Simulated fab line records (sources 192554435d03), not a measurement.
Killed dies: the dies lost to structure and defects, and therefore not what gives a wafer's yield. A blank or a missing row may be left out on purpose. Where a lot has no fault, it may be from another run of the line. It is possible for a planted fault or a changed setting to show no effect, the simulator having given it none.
fab line records / flow n5Finfet
record lots=5 wafers=14 lastDay=17
route steps=1938 shown GATE_CUT@490 BEOL_M4@1111 PASSIVATION@1936
lots untouched by any fault: they come from a run of this same line in which no faults occurred
startH: hours from the record's opening day to when the first of the lot's shown wafers began / waitH: hours from the lot's prior step to this one / " same as the row above / L1.1+2: a row that stands for several wafers / - no value present, or no start provided / * or withheld: withheld / < > ~ a bound
route shown NAME@n: NAME is a module with steps in the file, n the number in the route of the first one / usual: mean/standard deviation of fault-free wafers / same: alike in all rows / chamber/n: place in a boat / sites: each site's reading / _std_site: standard deviation across them / _edge_site: inner sites' mean taken away from outer sites' mean / radiusMm: for every site, how far away it sits from the centre of the wafer / mask NAME#n: copy n / behind: tool/chamber where the wafer was last shaped / hold: why the lot was held/for how many hours/how that ended / device: the n, p or np transistor that did not switch / end of line: the same wafers' tests at the end of the route / step lacking rows: just its recipe / killed: dies that structure and defects cost at the first sort, which is not the same as the wafer's yield / map: a wafer's dies, x killed, . not, _ none there
set.NAME: the run value of the setting; set.NAME@STEP: its run value at that earlier step / model.NAME: the simulator's own value behind a step, which no gauge read
lots seen at some steps along the route; tables by step, rows by wafer
services: from which hour (startH, from the record's first day; less than 0 if before it) a tool's chamber was out of use, for how many hours, and why
## steps
# step N5_GATE_CUT_DESCUM_18
# recipe chemistry=O2 timeS=7 sourcePowerW=50 biasPowerW=20 pressureMtorr=20 rfFrequencyHz=2.712e+07 tempC=40 resist=CAR-EUV o2FlowSccm=225
# step N5_GATE_CUT_ETCH_28
# recipe chemistry=N2/H2 target=underlayer targetDepthA=130 maskMaterial=CAR-EUV timeS=10.4 ionEnergyEv=200 pressureMtorr=30 sourceW=840 biasW=150 n2FlowSccm=200 h2FlowSccm=200 ends=cleared
# step N5_GATE_CUT_ETCH_36
# recipe chemistry=CF4 target=SiARC targetDepthA=130 maskMaterial=CAR-EUV timeS=21.7 ionEnergyEv=80 pressureMtorr=40 sourceW=545 biasW=36 Ar_flow_sccm=100 cf4FlowSccm=100 ends=cleared
# step N5_GATE_CUT_ETCH_37
# recipe chemistry=N2/H2 target=SOC targetDepthA=600 overetchA=120 maskMaterial=SiARC tempC=40 timeS=90 ionEnergyEv=200 pressureMtorr=30 sourceW=840 biasW=150 n2FlowSccm=200 h2FlowSccm=200
# step N5_GATE_CUT_STRIP_38
# recipe chemistry=N2/H2 tempC=40 n2FlowSccm=200 h2FlowSccm=200 rfFrequencyHz=6e+07
# step N5_GATE_CUT_STRIP_39
# recipe chemistry=N2/H2 tempC=40 n2FlowSccm=200 h2FlowSccm=200 rfFrequencyHz=6e+07
# step N5_GATE_CUT_HM_OPEN_40
# recipe chemistry=C4F6/O2 target=SiO2 maskMaterial=SiARC targetDepthA=1390 timeS=85.1 ionEnergyEv=250 pressureMtorr=30 sourceW=345 biasW=185 Ar_flow_sccm=300 C4F6_flow_sccm=10 O2_flow_sccm=10 ends=cleared
# step N5_GATE_CUT_STRIP_41
# recipe chemistry=CF4 resist=SiARC powerW=300 biasPowerW=75 pressureMtorr=50 cf4FlowSccm=150 rfFrequencyHz=6e+07
# step N5_GATE_CUT_STRIP_42
# recipe chemistry=O2 powerW=400 tempC=40 pressureMtorr=30 rfFrequencyHz=6e+07 biasPowerW=0 overashFraction=0.3 o2FlowSccm=225
# step N5_GATE_CUT_ETCH_19
# recipe chemistry=CH3F/O2 target=SiNx maskMaterial=SiO2 targetDepthA=537 timeS=76.7 pressureMtorr=30 sourceW=395 biasW=73 Ar_flow_sccm=150 CH3F_flow_sccm=30 O2_flow_sccm=20 ionEnergyEv=120 ends=cleared
# step N5_GATE_CUT_CUT_ETCH_53
# recipe chemistry=SF6/Cl2 target=W maskMaterial=SiO2 targetDepthA=792 pressureMtorr=8 icpW=900 biasW=80 SF6_flow_sccm=40 Cl2_flow_sccm=60 ends=cleared
# step N5_GATE_CUT_CUT_ETCH_54
# recipe chemistry=Cl2/BCl3 target=TiN maskMaterial=SiO2 targetDepthA=967 pressureMtorr=10 icpW=1000 biasW=126 Cl2_flow_sccm=53.25 bcl3FlowSccm=21.75 Ar_flow_sccm=25 ends=cleared
# usual bcl3FlowSccm=21.73/0.061 biasW=126.0/0.36 drypumpMotorCurrentA=6.0/0.45 etchRfOnTimeS=36.7/0.73 oesProductAu=0.69/0.076 throttleValvePct=22.35/0.24
lot.wafer=L222.1 tool=rieMetal-01 chamber=1 startH=130.37 waitH=0.0 bcl3FlowSccm=21.68 biasW=126.2 drypumpMotorCurrentA=5.9 etchRfOnTimeS=37.2 oesProductAu=0.57 rfHoursCounterH=98 throttleValvePct=22.46
lot.wafer=L222.2 tool=rieMetal-01 chamber=0 startH=130.37 waitH=0.0 bcl3FlowSccm=21.80 biasW=126.6 drypumpMotorCurrentA=4.9 etchRfOnTimeS=36.2 oesProductAu=0.66 rfHoursCounterH=70 throttleValvePct=22.14
lot.wafer=L222.3 tool=rieMetal-01 chamber=1 startH=130.37 waitH=0.0 bcl3FlowSccm=21.68 biasW=126.1 drypumpMotorCurrentA=5.9 etchRfOnTimeS=36.8 oesProductAu=0.58 rfHoursCounterH=- throttleValvePct=22.42
lot.wafer=L231.4 tool=rieMetal-03 chamber=0 startH=177.08 waitH=0.0 bcl3FlowSccm=- biasW=- drypumpMotorCurrentA=- etchRfOnTimeS=- oesProductAu=- rfHoursCounterH=- throttleValvePct=-
lot.wafer=L231.5 tool=rieMetal-03 chamber=1 startH=177.08 waitH=0.0 bcl3FlowSccm=- biasW=- drypumpMotorCurrentA=- etchRfOnTimeS=- oesProductAu=- rfHoursCounterH=- throttleValvePct=-
lot.wafer=L231.6 tool=rieMetal-03 chamber=0 startH=177.08 waitH=0.0 bcl3FlowSccm=- biasW=- drypumpMotorCurrentA=- etchRfOnTimeS=- oesProductAu=- rfHoursCounterH=- throttleValvePct=-
lot.wafer=L232.3 tool=rieMetal-01 chamber=1 startH=181.90 waitH=0.0 bcl3FlowSccm=- biasW=- drypumpMotorCurrentA=- etchRfOnTimeS=- oesProductAu=- rfHoursCounterH=- throttleValvePct=-
lot.wafer=L232.4 tool=rieMetal-01 chamber=0 startH=181.90 waitH=0.0 bcl3FlowSccm=- biasW=- drypumpMotorCurrentA=- etchRfOnTimeS=- oesProductAu=- rfHoursCounterH=- throttleValvePct=-
lot.wafer=L232.6 tool=rieMetal-01 chamber=1 startH=181.90 waitH=0.0 bcl3FlowSccm=- biasW=- drypumpMotorCurrentA=- etchRfOnTimeS=- oesProductAu=- rfHoursCounterH=- throttleValvePct=-
lot.wafer=L233.1 tool=rieMetal-03 chamber=1 startH=184.09 waitH=0.0 bcl3FlowSccm=- biasW=- drypumpMotorCurrentA=- etchRfOnTimeS=- oesProductAu=- rfHoursCounterH=- throttleValvePct=-
lot.wafer=L233.3 tool=rieMetal-03 chamber=0 startH=184.09 waitH=0.0 bcl3FlowSccm=- biasW=- drypumpMotorCurrentA=- etchRfOnTimeS=- oesProductAu=- rfHoursCounterH=- throttleValvePct=-
lot.wafer=L233.5 tool=rieMetal-03 chamber=0 startH=184.09 waitH=0.0 bcl3FlowSccm=- biasW=- drypumpMotorCurrentA=- etchRfOnTimeS=- oesProductAu=- rfHoursCounterH=- throttleValvePct=-
lot.wafer=L237.1 tool=rieMetal-03 chamber=1 startH=226.23 waitH=0.1 bcl3FlowSccm=21.68 biasW=126.4 drypumpMotorCurrentA=6.7 etchRfOnTimeS=37.7 oesProductAu=0.72 rfHoursCounterH=28 throttleValvePct=22.34
lot.wafer=L237.6 tool=rieMetal-03 chamber=1 startH=226.23 waitH=0.1 bcl3FlowSccm=21.66 biasW=126.1 drypumpMotorCurrentA=6.7 etchRfOnTimeS=37.8 oesProductAu=0.73 rfHoursCounterH=- throttleValvePct=22.34
# step N5_GATE_CUT_CUT_ETCH_55
# recipe chemistry=BCl3 target=HfO2 maskMaterial=SiO2 targetDepthA=32 ionEnergyEv=30 pressureMtorr=5 icpW=450 biasW=18 bcl3FlowSccm=80
# usual bcl3FlowSccm=79.98/0.24 biasW=17.99/0.057 drypumpMotorCurrentA=6.0/0.45 oesProductAu=0.77/0.086 throttleValvePct=33.0/0.48
lot.wafer=L222.1 tool=rieMetal-01 chamber=1 startH=130.43 waitH=0.0 bcl3FlowSccm=79.83 biasW=17.96 drypumpMotorCurrentA=5.9 oesProductAu=0.65 rfHoursCounterH=98 throttleValvePct=33.1
lot.wafer=L222.2 tool=rieMetal-01 chamber=0 startH=130.43 waitH=0.0 bcl3FlowSccm=80.24 biasW=17.96 drypumpMotorCurrentA=5.0 oesProductAu=0.72 rfHoursCounterH=70 throttleValvePct=33.0
lot.wafer=L222.3 tool=rieMetal-01 chamber=1 startH=130.43 waitH=0.0 bcl3FlowSccm=79.97 biasW=17.97 drypumpMotorCurrentA=5.9 oesProductAu=0.65 rfHoursCounterH=- throttleValvePct=33.1
lot.wafer=L231.4 tool=rieMetal-03 chamber=0 startH=177.13 waitH=0.0 bcl3FlowSccm=79.96 biasW=17.99 drypumpMotorCurrentA=5.9 oesProductAu=0.30 rfHoursCounterH=- throttleValvePct=33.6
lot.wafer=L231.5 tool=rieMetal-03 chamber=1 startH=177.13 waitH=0.0 bcl3FlowSccm=80.36 biasW=17.91 drypumpMotorCurrentA=6.7 oesProductAu=0.31 rfHoursCounterH=- throttleValvePct=32.8
lot.wafer=L231.6 tool=rieMetal-03 chamber=0 startH=177.13 waitH=0.0 bcl3FlowSccm=80.18 biasW=17.96 drypumpMotorCurrentA=5.9 oesProductAu=0.30 rfHoursCounterH=- throttleValvePct=33.6
lot.wafer=L232.3 tool=rieMetal-01 chamber=1 startH=181.95 waitH=0.0 bcl3FlowSccm=79.72 biasW=18.01 drypumpMotorCurrentA=5.9 oesProductAu=0.23 rfHoursCounterH=- throttleValvePct=33.1
lot.wafer=L232.4 tool=rieMetal-01 chamber=0 startH=181.95 waitH=0.0 bcl3FlowSccm=80.00 biasW=17.93 drypumpMotorCurrentA=4.9 oesProductAu=0.27 rfHoursCounterH=- throttleValvePct=33.0
lot.wafer=L232.6 tool=rieMetal-01 chamber=1 startH=181.95 waitH=0.0 bcl3FlowSccm=80.08 biasW=18.00 drypumpMotorCurrentA=5.9 oesProductAu=0.24 rfHoursCounterH=- throttleValvePct=33.1
lot.wafer=L233.1 tool=rieMetal-03 chamber=1 startH=184.15 waitH=0.0 bcl3FlowSccm=80.28 biasW=17.98 drypumpMotorCurrentA=6.7 oesProductAu=0.31 rfHoursCounterH=24 throttleValvePct=32.8
lot.wafer=L233.3 tool=rieMetal-03 chamber=0 startH=184.15 waitH=0.0 bcl3FlowSccm=80.06 biasW=17.98 drypumpMotorCurrentA=5.8 oesProductAu=0.29 rfHoursCounterH=- throttleValvePct=33.6
lot.wafer=L233.5 tool=rieMetal-03 chamber=0 startH=184.15 waitH=0.0 bcl3FlowSccm=79.97 biasW=17.96 drypumpMotorCurrentA=5.9 oesProductAu=0.30 rfHoursCounterH=- throttleValvePct=33.6
lot.wafer=L237.1 tool=rieMetal-03 chamber=1 startH=226.29 waitH=0.0 bcl3FlowSccm=80.05 biasW=18.00 drypumpMotorCurrentA=6.7 oesProductAu=0.83 rfHoursCounterH=28 throttleValvePct=32.9
lot.wafer=L237.6 tool=rieMetal-03 chamber=1 startH=226.29 waitH=0.0 bcl3FlowSccm=79.96 biasW=17.96 drypumpMotorCurrentA=6.7 oesProductAu=0.82 rfHoursCounterH=- throttleValvePct=32.8
# step N5_GATE_CUT_ETCH_47
# recipe chemistry=Cl2/BCl3 target=SiO2 targetDepthA=100 pressureMtorr=10 icpW=1000 biasW=126 Cl2_flow_sccm=53.25 bcl3FlowSccm=21.75 Ar_flow_sccm=25
# step N5_BEOL_M4_RC_MEAS_101
# usual DIBL_N=36.2/1.5 DIBL_P=36.4/2.1 IOFF_N=0.16/0.031 IOFF_P=0.21/0.037 ION_N=679/11 ION_P=465/7.7 SS_N=71.4/0.55 SS_P=73.2/0.63 VT_N=249/3.3 VT_P=-250/3.4
lot.wafer=L222.1 tool=prober-01 chamber=0 startH=223.78 waitH=0.0 DIBL_N[mV/V]=34.8 DIBL_P[mV/V]=34.7 IOFF_N[nA/um]=0.15 IOFF_P[nA/um]=0.22 ION_N[uA/um]=682 ION_P[uA/um]=473 SS_N[mV/dec]=70.7 SS_P[mV/dec]=73.3 VT_N[mV]=248 VT_P[mV]=-245
lot.wafer=L222.2 tool=prober-01 chamber=0 startH=223.78 waitH=0.0 DIBL_N[mV/V]=35.8 DIBL_P[mV/V]=33.7 IOFF_N[nA/um]=0.15 IOFF_P[nA/um]=0.20 ION_N[uA/um]=671 ION_P[uA/um]=461 SS_N[mV/dec]=71.1 SS_P[mV/dec]=72.1 VT_N[mV]=249 VT_P[mV]=-251
lot.wafer=L222.3 tool=prober-01 chamber=0 startH=223.78 waitH=0.0 DIBL_N[mV/V]=35.1 DIBL_P[mV/V]=35.0 IOFF_N[nA/um]=0.15 IOFF_P[nA/um]=0.21 ION_N[uA/um]=692 ION_P[uA/um]=473 SS_N[mV/dec]=71.7 SS_P[mV/dec]=72.7 VT_N[mV]=253 VT_P[mV]=-250
lot.wafer=L237.1 tool=prober-01 chamber=0 startH=307.93 waitH=0.0 DIBL_N[mV/V]=37.4 DIBL_P[mV/V]=37.0 IOFF_N[nA/um]=0.17 IOFF_P[nA/um]=0.22 ION_N[uA/um]=688 ION_P[uA/um]=467 SS_N[mV/dec]=72.1 SS_P[mV/dec]=73.5 VT_N[mV]=249 VT_P[mV]=-249
lot.wafer=L237.6 tool=prober-01 chamber=0 startH=307.93 waitH=0.0 DIBL_N[mV/V]=38.5 DIBL_P[mV/V]=38.8 IOFF_N[nA/um]=0.21 IOFF_P[nA/um]=0.26 ION_N[uA/um]=697 ION_P[uA/um]=472 SS_N[mV/dec]=71.8 SS_P[mV/dec]=73.5 VT_N[mV]=245 VT_P[mV]=-246
# step N5_PASSIVATION_PROBE_49
# usual defectLimitedYield=91.3/1.3 killed_at_M0_to_M3=36/12 killed_at_M4_up=13/4.6 killedAtContacts=13/5.4 killedAtFrontEnd=37/10 killedAtOther=3.6/2.9 killedDies=102/15 killedOnRim=13/4 killedOpen=67/12 killedShort=33/7.5 sort_bin_5_function=5.1/0.93 sort_bin_6_memory=3.2/0.62 sortNPass=1078/15 sortYieldPct=91.3/1.3
# same grossDies=1180 killedAtBackSide=0 sort_bin_4_leakage[%]=0 sort_bin_8_speed[%]=0
lot.wafer=L222.1 tool=prober-01 chamber=- startH=328.87 waitH=0.0 defectLimitedYield[%]=92.1 killed_at_M0_to_M3=30 killed_at_M4_up=15 killedAtContacts=16 killedAtFrontEnd=31 killedAtOther=1 killedDies=93 killedOnRim=13 killedOpen=72 killedShort=20 sort_bin_5_function[%]=4.6 sort_bin_6_memory[%]=3.2 sortNPass=1087 sortYieldPct[%]=92.1
lot.wafer=L222.2 tool=prober-01 chamber=- startH=328.92 waitH=0.1 defectLimitedYield[%]=92.9 killed_at_M0_to_M3=28 killed_at_M4_up=6 killedAtContacts=16 killedAtFrontEnd=33 killedAtOther=1 killedDies=84 killedOnRim=17 killedOpen=54 killedShort=26 sort_bin_5_function[%]=5.3 sort_bin_6_memory[%]=1.6 sortNPass=1096 sortYieldPct[%]=92.9
lot.wafer=L222.3 tool=prober-01 chamber=- startH=328.97 waitH=0.1 defectLimitedYield[%]=91.9 killed_at_M0_to_M3=33 killed_at_M4_up=14 killedAtContacts=23 killedAtFrontEnd=22 killedAtOther=3 killedDies=95 killedOnRim=7 killedOpen=70 killedShort=24 sort_bin_5_function[%]=5.3 sort_bin_6_memory[%]=2.5 sortNPass=1085 sortYieldPct[%]=91.9
lot.wafer=L231.4 tool=prober-01 chamber=- startH=365.47 waitH=0.2 defectLimitedYield[%]=0 killed_at_M0_to_M3=32 killed_at_M4_up=20 killedAtContacts=12 killedAtFrontEnd=1114 killedAtOther=2 killedDies=1180 killedOnRim=152 killedOpen=75 killedShort=28 sort_bin_5_function[%]=97.0 sort_bin_6_memory[%]=2.7 sortNPass=0 sortYieldPct[%]=0
lot.wafer=L231.5 tool=prober-01 chamber=- startH=365.52 waitH=0.2 defectLimitedYield[%]=0 killed_at_M0_to_M3=42 killed_at_M4_up=17 killedAtContacts=10 killedAtFrontEnd=1105 killedAtOther=6 killedDies=1180 killedOnRim=152 killedOpen=65 killedShort=41 sort_bin_5_function[%]=96.9 sort_bin_6_memory[%]=2.6 sortNPass=0 sortYieldPct[%]=0
lot.wafer=L231.6 tool=prober-01 chamber=- startH=365.57 waitH=0.3 defectLimitedYield[%]=0 killed_at_M0_to_M3=34 killed_at_M4_up=12 killedAtContacts=6 killedAtFrontEnd=1127 killedAtOther=1 killedDies=1180 killedOnRim=152 killedOpen=56 killedShort=31 sort_bin_5_function[%]=96.9 sort_bin_6_memory[%]=2.9 sortNPass=0 sortYieldPct[%]=0
lot.wafer=L233.1 tool=prober-02 chamber=- startH=369.96 waitH=0.0 defectLimitedYield[%]=0 killed_at_M0_to_M3=56 killed_at_M4_up=13 killedAtContacts=17 killedAtFrontEnd=1091 killedAtOther=3 killedDies=1180 killedOnRim=152 killedOpen=68 killedShort=43 sort_bin_5_function[%]=96.4 sort_bin_6_memory[%]=3.4 sortNPass=0 sortYieldPct[%]=0
lot.wafer=L233.3 tool=prober-02 chamber=- startH=370.06 waitH=0.1 defectLimitedYield[%]=0 killed_at_M0_to_M3=42 killed_at_M4_up=6 killedAtContacts=14 killedAtFrontEnd=1112 killedAtOther=6 killedDies=1180 killedOnRim=152 killedOpen=78 killedShort=29 sort_bin_5_function[%]=95.8 sort_bin_6_memory[%]=4.0 sortNPass=0 sortYieldPct[%]=0
lot.wafer=L233.5 tool=prober-02 chamber=- startH=370.16 waitH=0.2 defectLimitedYield[%]=0 killed_at_M0_to_M3=34 killed_at_M4_up=5 killedAtContacts=11 killedAtFrontEnd=1129 killedAtOther=1 killedDies=1180 killedOnRim=152 killedOpen=52 killedShort=23 sort_bin_5_function[%]=97.8 sort_bin_6_memory[%]=1.8 sortNPass=0 sortYieldPct[%]=0
lot.wafer=L232.3 tool=prober-02 chamber=- startH=372.68 waitH=0.1 defectLimitedYield[%]=0 killed_at_M0_to_M3=52 killed_at_M4_up=11 killedAtContacts=12 killedAtFrontEnd=1105 killedAtOther=0 killedDies=1180 killedOnRim=152 killedOpen=75 killedShort=30 sort_bin_5_function[%]=96.7 sort_bin_6_memory[%]=3.0 sortNPass=0 sortYieldPct[%]=0
lot.wafer=L232.4 tool=prober-02 chamber=- startH=372.73 waitH=0.2 defectLimitedYield[%]=0 killed_at_M0_to_M3=43 killed_at_M4_up=16 killedAtContacts=15 killedAtFrontEnd=1105 killedAtOther=1 killedDies=1180 killedOnRim=152 killedOpen=79 killedShort=34 sort_bin_5_function[%]=96.0 sort_bin_6_memory[%]=3.8 sortNPass=0 sortYieldPct[%]=0
lot.wafer=L232.6 tool=prober-02 chamber=- startH=372.83 waitH=0.3 defectLimitedYield[%]=0 killed_at_M0_to_M3=45 killed_at_M4_up=8 killedAtContacts=17 killedAtFrontEnd=1110 killedAtOther=0 killedDies=1180 killedOnRim=152 killedOpen=73 killedShort=27 sort_bin_5_function[%]=95.9 sort_bin_6_memory[%]=3.7 sortNPass=0 sortYieldPct[%]=0
# killed by level:class
L222.1 MOL_CONTACT_COAG:geometricParticle:open=14 BEOL_M2:geometricParticle:open=9 BEOL_M1:geometricParticle:open=7 FIN_SAQP:geometricParticle:open=6 STI_FIN_REVEAL:geometricParticle:open=6 DUMMY_GATE:geometricParticle:open=5 BEOL_M3:geometricParticle:open=5 BEOL_M4:geometricParticle:open=4
L222.2 MOL_CONTACT_COAG:geometricParticle:open=13 BEOL_M3:geometricParticle:open=9 STI_FIN_REVEAL:geometricParticle:open=7 BEOL_M0_SAQP:geometricParticle:open=6 BEOL_M0_SAQP:geometricParticle:short=6 ILD0:geometricParticle:open=4 SPACER0:geometricParticle:open=3 ILD0:geometricParticle:short=3
L222.3 MOL_CONTACT_COAG:geometricParticle:open=19 BEOL_M2:geometricParticle:open=12 BEOL_M0_SAQP:geometricParticle:open=7 BEOL_M0_SAQP:geometricParticle:short=6 DUMMY_GATE:geometricParticle:open=4 MOL_CONTACT_COAG:geometricParticle:short=4 BEOL_M3:geometricParticle:open=4 BEOL_M4:geometricParticle:open=4
L231.4 GATE_CUT:areaEtch=1076 BEOL_M4:geometricParticle:open=10 STI_FIN_REVEAL:geometricParticle:open=10 MOL_CONTACT_COAG:geometricParticle:open=8 BEOL_M1:geometricParticle:open=7 GATE_CUT:geometricParticle:short=6 BEOL_M3:geometricParticle:open=6 DUMMY_GATE:geometricParticle:open=5
L231.5 GATE_CUT:areaEtch=1072 BEOL_M0_SAQP:geometricParticle:short=12 MOL_CONTACT_COAG:geometricParticle:open=9 BEOL_M0_SAQP:geometricParticle:open=9 STI_FIN_REVEAL:geometricParticle:open=8 GATE_CUT:geometricParticle:short=6 BEOL_M2:geometricParticle:open=6 GATE_CUT:geometricParticle:open=4
L231.6 GATE_CUT:areaEtch=1091 STI_FIN_REVEAL:geometricParticle:open=8 BEOL_M2:geometricParticle:open=7 BEOL_M3:geometricParticle:open=7 BEOL_M4:geometricParticle:open=7 BEOL_M0:geometricParticle:open=6 GATE_CUT:geometricParticle:short=5 FIN_SAQP:geometricParticle:short=4
L233.1 GATE_CUT:areaEtch=1069 BEOL_M3:geometricParticle:open=15 MOL_CONTACT_COAG:geometricParticle:open=14 BEOL_M0_SAQP:geometricParticle:short=9 BEOL_M1:geometricParticle:open=9 BEOL_M0_SAQP:geometricParticle:open=7 BEOL_M2:geometricParticle:open=5 FIN_SAQP:geometricParticle:short=4
L233.3 GATE_CUT:areaEtch=1073 STI_FIN_REVEAL:geometricParticle:open=15 BEOL_M3:geometricParticle:open=12 MOL_CONTACT_COAG:geometricParticle:open=12 BEOL_M0_SAQP:geometricParticle:open=10 FIN_SAQP:geometricParticle:open=8 BEOL_M0_SAQP:geometricParticle:short=6 BEOL_M2:geometricParticle:open=6
L233.5 GATE_CUT:areaEtch=1104 MOL_CONTACT_COAG:geometricParticle:open=10 BEOL_M0_SAQP:geometricParticle:short=9 STARTING-WAFER:geometricParticle:open=7 BEOL_M2:geometricParticle:open=6 BEOL_M1:geometricParticle:open=5 FIN_SAQP:geometricParticle:open=4 BEOL_M0_SAQP:geometricParticle:open=4
L232.3 GATE_CUT:areaEtch=1074 BEOL_M3:geometricParticle:open=15 MOL_CONTACT_COAG:geometricParticle:open=11 BEOL_M2:geometricParticle:open=11 BEOL_M0_SAQP:geometricParticle:open=10 BEOL_M0_SAQP:geometricParticle:short=8 STI_FIN_REVEAL:geometricParticle:open=5 DUMMY_GATE:geometricParticle:open=5
L232.4 GATE_CUT:areaEtch=1067 MOL_CONTACT_COAG:geometricParticle:open=15 FIN_SAQP:geometricParticle:open=11 BEOL_M0_SAQP:geometricParticle:short=10 BEOL_M0_SAQP:geometricParticle:open=8 BEOL_M3:geometricParticle:open=8 FIN_SAQP:geometricParticle:short=7 STI_FIN_REVEAL:geometricParticle:open=6
L232.6 GATE_CUT:areaEtch=1078 MOL_CONTACT_COAG:geometricParticle:open=14 STI_FIN_REVEAL:geometricParticle:open=11 BEOL_M2:geometricParticle:open=10 BEOL_M0_SAQP:geometricParticle:short=8 BEOL_M0_SAQP:geometricParticle:open=8 BEOL_M3:geometricParticle:open=7 BEOL_M1:geometricParticle:open=5
# map L231.4 (x killed, . not)
_________________xxxxxxxxxxxx________________
______________xxxxxxxxxxxxxxxxxx_____________
___________xxxxxxxxxxxxxxxxxxxxxxxx__________
__________xxxxxxxxxxxxxxxxxxxxxxxxxx_________
________xxxxxxxxxxxxxxxxxxxxxxxxxxxxxx_______
_______xxxxxxxxxxxxxxxxxxxxxxxxxxxxxxxx______
______xxxxxxxxxxxxxxxxxxxxxxxxxxxxxxxxxx_____
_____xxxxxxxxxxxxxxxxxxxxxxxxxxxxxxxxxxxx____
____xxxxxxxxxxxxxxxxxxxxxxxxxxxxxxxxxxxxxx___
___xxxxxxxxxxxxxxxxxxxxxxxxxxxxxxxxxxxxxxxx__
___xxxxxxxxxxxxxxxxxxxxxxxxxxxxxxxxxxxxxxxx__
__xxxxxxxxxxxxxxxxxxxxxxxxxxxxxxxxxxxxxxxxxx_
__xxxxxxxxxxxxxxxxxxxxxxxxxxxxxxxxxxxxxxxxxx_
_xxxxxxxxxxxxxxxxxxxxxxxxxxxxxxxxxxxxxxxxxxxx
_xxxxxxxxxxxxxxxxxxxxxxxxxxxxxxxxxxxxxxxxxxxx
_xxxxxxxxxxxxxxxxxxxxxxxxxxxxxxxxxxxxxxxxxxxx
_xxxxxxxxxxxxxxxxxxxxxxxxxxxxxxxxxxxxxxxxxxxx
_xxxxxxxxxxxxxxxxxxxxxxxxxxxxxxxxxxxxxxxxxxxx
_xxxxxxxxxxxxxxxxxxxxxxxxxxxxxxxxxxxxxxxxxxxx
_xxxxxxxxxxxxxxxxxxxxxxxxxxxxxxxxxxxxxxxxxxxx
_xxxxxxxxxxxxxxxxxxxxxxxxxxxxxxxxxxxxxxxxxxxx
__xxxxxxxxxxxxxxxxxxxxxxxxxxxxxxxxxxxxxxxxxx_
__xxxxxxxxxxxxxxxxxxxxxxxxxxxxxxxxxxxxxxxxxx_
___xxxxxxxxxxxxxxxxxxxxxxxxxxxxxxxxxxxxxxxx__
___xxxxxxxxxxxxxxxxxxxxxxxxxxxxxxxxxxxxxxxx__
____xxxxxxxxxxxxxxxxxxxxxxxxxxxxxxxxxxxxxx___
_____xxxxxxxxxxxxxxxxxxxxxxxxxxxxxxxxxxxx____
______xxxxxxxxxxxxxxxxxxxxxxxxxxxxxxxxxx_____
_______xxxxxxxxxxxxxxxxxxxxxxxxxxxxxxxx______
________xxxxxxxxxxxxxxxxxxxxxxxxxxxxxx_______
__________xxxxxxxxxxxxxxxxxxxxxxxxxx_________
___________xxxxxxxxxxxxxxxxxxxxxxxx__________
______________xxxxxxxxxxxxxxxxxx_____________
_________________xxxxxxxxxxxx________________
# map L232.3 (x killed, . not)
_________________xxxxxxxxxxxx________________
______________xxxxxxxxxxxxxxxxxx_____________
___________xxxxxxxxxxxxxxxxxxxxxxxx__________
__________xxxxxxxxxxxxxxxxxxxxxxxxxx_________
________xxxxxxxxxxxxxxxxxxxxxxxxxxxxxx_______
_______xxxxxxxxxxxxxxxxxxxxxxxxxxxxxxxx______
______xxxxxxxxxxxxxxxxxxxxxxxxxxxxxxxxxx_____
_____xxxxxxxxxxxxxxxxxxxxxxxxxxxxxxxxxxxx____
____xxxxxxxxxxxxxxxxxxxxxxxxxxxxxxxxxxxxxx___
___xxxxxxxxxxxxxxxxxxxxxxxxxxxxxxxxxxxxxxxx__
___xxxxxxxxxxxxxxxxxxxxxxxxxxxxxxxxxxxxxxxx__
__xxxxxxxxxxxxxxxxxxxxxxxxxxxxxxxxxxxxxxxxxx_
__xxxxxxxxxxxxxxxxxxxxxxxxxxxxxxxxxxxxxxxxxx_
_xxxxxxxxxxxxxxxxxxxxxxxxxxxxxxxxxxxxxxxxxxxx
_xxxxxxxxxxxxxxxxxxxxxxxxxxxxxxxxxxxxxxxxxxxx
_xxxxxxxxxxxxxxxxxxxxxxxxxxxxxxxxxxxxxxxxxxxx
_xxxxxxxxxxxxxxxxxxxxxxxxxxxxxxxxxxxxxxxxxxxx
_xxxxxxxxxxxxxxxxxxxxxxxxxxxxxxxxxxxxxxxxxxxx
_xxxxxxxxxxxxxxxxxxxxxxxxxxxxxxxxxxxxxxxxxxxx
_xxxxxxxxxxxxxxxxxxxxxxxxxxxxxxxxxxxxxxxxxxxx
_xxxxxxxxxxxxxxxxxxxxxxxxxxxxxxxxxxxxxxxxxxxx
__xxxxxxxxxxxxxxxxxxxxxxxxxxxxxxxxxxxxxxxxxx_
__xxxxxxxxxxxxxxxxxxxxxxxxxxxxxxxxxxxxxxxxxx_
___xxxxxxxxxxxxxxxxxxxxxxxxxxxxxxxxxxxxxxxx__
___xxxxxxxxxxxxxxxxxxxxxxxxxxxxxxxxxxxxxxxx__
____xxxxxxxxxxxxxxxxxxxxxxxxxxxxxxxxxxxxxx___
_____xxxxxxxxxxxxxxxxxxxxxxxxxxxxxxxxxxxx____
______xxxxxxxxxxxxxxxxxxxxxxxxxxxxxxxxxx_____
_______xxxxxxxxxxxxxxxxxxxxxxxxxxxxxxxx______
________xxxxxxxxxxxxxxxxxxxxxxxxxxxxxx_______
__________xxxxxxxxxxxxxxxxxxxxxxxxxx_________
___________xxxxxxxxxxxxxxxxxxxxxxxx__________
______________xxxxxxxxxxxxxxxxxx_____________
_________________xxxxxxxxxxxx________________
## services
tool=rieMetal-01 chamber=- startH=222.61 hours=0.1 kind=repair
## key
firstSign step=N5_GATE_CUT_CUT_ETCH_54 reading=toolRecord direction=missing
effect step=N5_GATE_CUT_CUT_ETCH_55 reading=oesProductAu direction=down sigmas=5.6 usual=0.77 struck=0.28
effect step=N5_PASSIVATION_PROBE_49 reading=killedAtFrontEnd direction=up sigmas=99+ usual=37 struck=1111
moreKillsBornAt N5_GATE_CUT_CUT_ETCH_54@rieMetal-03=6485 N5_GATE_CUT_CUT_ETCH_54@rieMetal-01=3219
metAt N5_GATE_CUT_CUT_ETCH_54
struckWafers L231.4,L231.5,L231.6,L232.3,L232.4,L232.6,L233.1,L233.3,L233.5
laterRowsLeftOut L231.4,L231.5,L231.6,L232.3,L232.4,L232.6,L233.1,L233.3,L233.5
onsetBetween 130.37 177.08
fault kind=skippedStepWhole tool=rieMetal-01,rieMetal-03 chamber=- onsetH=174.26 steps=N5_GATE_CUT_CUT_ETCH_54 scope=struckLotsOnly
# laterRowsLeftOut: the simulator's readings of these wafers behind a module that went badly wrong aren't trusted and aren't shown, but for the sort
